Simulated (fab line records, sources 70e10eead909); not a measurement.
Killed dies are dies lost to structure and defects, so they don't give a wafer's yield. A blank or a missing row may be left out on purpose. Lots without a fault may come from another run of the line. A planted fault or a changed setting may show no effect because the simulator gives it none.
Chamber matching | flow nand_harc | NHARC_P_GATE_DESCUM_31 on rie_diel-02: 4 sister chambers
The step chemistry O2, time 3 s. 4 wafers are shown with their chamber, then 9 later ones without.

WAFERS WITH THEIR CHAMBER
wafer  | chamber | drypump_motor_current_A (A)
L084.5 | 3       | 5.4
L086.1 | 0       | 5.9
L086.2 | 2       | 5.2
L086.4 | 1       | 5.5

WAFERS WITHOUT THEIR CHAMBER
wafer  | drypump_motor_current_A (A)
L088.2 | 6.0
L088.4 | 5.4
L088.5 | 5.2
L091.2 | 5.4
L091.3 | 5.5
L091.4 | 5.2
L094.2 | 5.9
L094.3 | 5.4
L094.4 | 5.2

WHICH CHAMBER EACH WENT THROUGH
wafer  | from the rows above | in truth
L088.2 | 0                   | 0
L088.4 | 3                   | 3
L088.5 | 2                   | 2
L091.2 | 3                   | 3
L091.3 | 1                   | 1
L091.4 | 2                   | 2
L094.2 | 0                   | 0
L094.3 | 3                   | 3
L094.4 | 2                   | 2
Placed correctly: 9 of 9. Can't be placed from these rows: 0. Placed wrongly: 0.
How it was worked out, from the rows above alone: a wafer's distance from a chamber is the root of the sum, over the readings, of the square of ((its reading less the chamber's mean) divided by the reading's scatter). The wafer belongs to the nearest chamber; if the next one is less than 2 further off, it can't be placed. A chamber's mean is the mean of its shown wafers. The scatter: with one shown wafer a chamber, the root of the mean of the squares of how far each hidden wafer lies from its nearest shown one.
